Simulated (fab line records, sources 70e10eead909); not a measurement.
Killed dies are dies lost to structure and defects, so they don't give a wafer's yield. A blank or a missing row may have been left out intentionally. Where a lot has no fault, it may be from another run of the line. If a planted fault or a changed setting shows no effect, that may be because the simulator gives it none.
Chamber matching -- flow nandHarc -- rieDiel-09 running NHARC_P_M0_ETCH_34: 4 sister chambers
The step etches the open film in N2/H2, target depth 40 nm, overetch 12 nm, time 43.94 s. 22 wafers are shown with their chamber, then 11 later ones without.

== WAFERS, EACH WITH ITS CHAMBER ==
wafer,chamber,showerheadPlenumPTorr (Torr),drypumpMotorCurrentA (A),rfVppV (V)
L076.1,2,1.96,6.2,428.5
L076.2,1,2.00,5.7,428.5
L076.6,0,2.10,5.6,431.7
L075.3,1,2.00,5.6,428.8
L075.4,3,2.15,5.9,432.6
L075.5,1,2.00,5.7,429.7
L078.1,2,1.96,6.2,428.9
L078.3,0,2.10,5.6,431.6
L078.6,2,1.96,6.2,427.5
L083.1,2,1.96,6.2,428.6
L083.2,3,2.15,5.9,432.9
L083.5,0,2.10,5.6,432.1
L082.1,1,2.00,5.7,430.2
L082.2,0,2.10,5.6,432.3
L082.4,3,2.15,5.9,434.1
L086.1,3,2.14,5.9,434.7
L086.3,2,1.96,6.2,427.5
L086.5,2,1.96,6.2,428.0
L085.3,2,1.96,6.2,427.8
L085.4,0,2.10,5.5,432.9
L085.5,0,2.10,5.6,432.0
L092.2,2,1.96,6.2,428.2

SIGNATURES, as means of the wafers listed above
reading,chamber 0,chamber 1,chamber 2,chamber 3,scatter within a chamber
showerheadPlenumPTorr,2.1000,2.0000,1.9600,2.1475,0.00204
drypumpMotorCurrentA,5.583,5.675,6.200,5.900,0.0297
rfVppV,432.100,429.300,428.125,433.575,0.658
Rule: a wafer's distance from a chamber is the root of the sum, over the readings, of the square of ((its reading less the chamber's mean) divided by the reading's scatter). If the next closest chamber is less than 2 further off than the closest, the wafer can't be placed; otherwise it belongs to the closest. The scatter is the square root of a quotient: the sum, over the shown wafers, of each reading's squared deviation from its chamber's mean, divided by wafers minus chambers.

== WAFERS WHOSE CHAMBER IS MISSING ==
wafer,showerheadPlenumPTorr (Torr),drypumpMotorCurrentA (A),rfVppV (V)
L092.3,2.10,5.5,431.5
L092.6,1.99,5.6,429.0
L094.2,2.10,5.5,431.7
L094.4,2.14,5.9,433.5
L094.6,1.96,6.2,427.7
L097.1,2.10,5.6,431.8
L097.2,1.96,6.2,428.4
L097.5,1.96,6.2,428.4
L096.3,1.96,6.2,427.7
L096.4,2.14,5.9,433.2
L096.5,1.96,6.2,428.0

== WHICH CHAMBER EACH ONE RAN IN ==
wafer,from the rows above,in truth
L092.3,0,0
L092.6,1,1
L094.2,0,0
L094.4,3,3
L094.6,2,2
L097.1,0,0
L097.2,2,2
L097.5,2,2
L096.3,2,2
L096.4,3,3
L096.5,2,2
Placed correctly: 11 of 11. Number that these rows cannot place: 0. Number placed wrongly: 0.
